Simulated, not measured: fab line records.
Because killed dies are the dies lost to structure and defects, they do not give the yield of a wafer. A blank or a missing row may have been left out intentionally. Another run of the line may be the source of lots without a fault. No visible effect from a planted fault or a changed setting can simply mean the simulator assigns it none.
Chamber matching    flow nand harc    NHARC_A_STAIRCASE_DEP_322 on pecvd-01: 3 sister chambers
The step deposits SiO2, target thk 7200 nm. 14 wafers are shown with their chamber, then 7 later ones without.

## WAFERS PAIRED WITH THEIR CHAMBERS
wafer   chamber  heater power w (W)
L074.1  0        736
L074.3  2        661
L074.6  0        590
L075.3  2        640
L075.5  1        540
L075.6  2        548
L077.3  1        673
L077.4  1        553
L077.5  0        600
L086.2  1        651
L086.3  0        720
L086.4  0        608
L088.3  2        577
L088.4  0        615

SIGNATURES, as means of the wafers listed above
reading         chamber 0  chamber 1  chamber 2  scatter within a chamber
heater power w  644.83     604.25     606.50     62.7
Rule: for a wafer and a chamber, the distance is found by dividing, reading by reading, the gap between the wafer's reading and the chamber's mean by the reading's scatter, squaring, summing and taking the root. The wafer belongs to the nearest chamber; if the next one is less than 2 further off, it can't be placed. The scatter is the square root of a quotient: the sum, over the shown wafers, of each reading's squared deviation from its chamber's mean, divided by wafers minus chambers.

## WAFERS WITHOUT THEIR CHAMBER
wafer   heater power w (W)
L088.6  549
L091.2  625
L091.3  651
L091.5  555
L092.3  640
L092.4  563
L092.5  620

## THE CHAMBER EACH PASSED THROUGH
wafer   from the rows above           in truth
L088.6  can't be placed: 1 or 2 or 0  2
L091.2  can't be placed: 2 or 0 or 1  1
L091.3  can't be placed: 0 or 2 or 1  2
L091.5  can't be placed: 1 or 2 or 0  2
L092.3  can't be placed: 0 or 2 or 1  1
L092.4  can't be placed: 1 or 2 or 0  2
L092.5  can't be placed: 2 or 1 or 0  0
Correct placement for 0 of the 7. From these rows, 7 cannot be placed; in 7 the true chamber is one of the candidates. Number placed wrongly: 0.
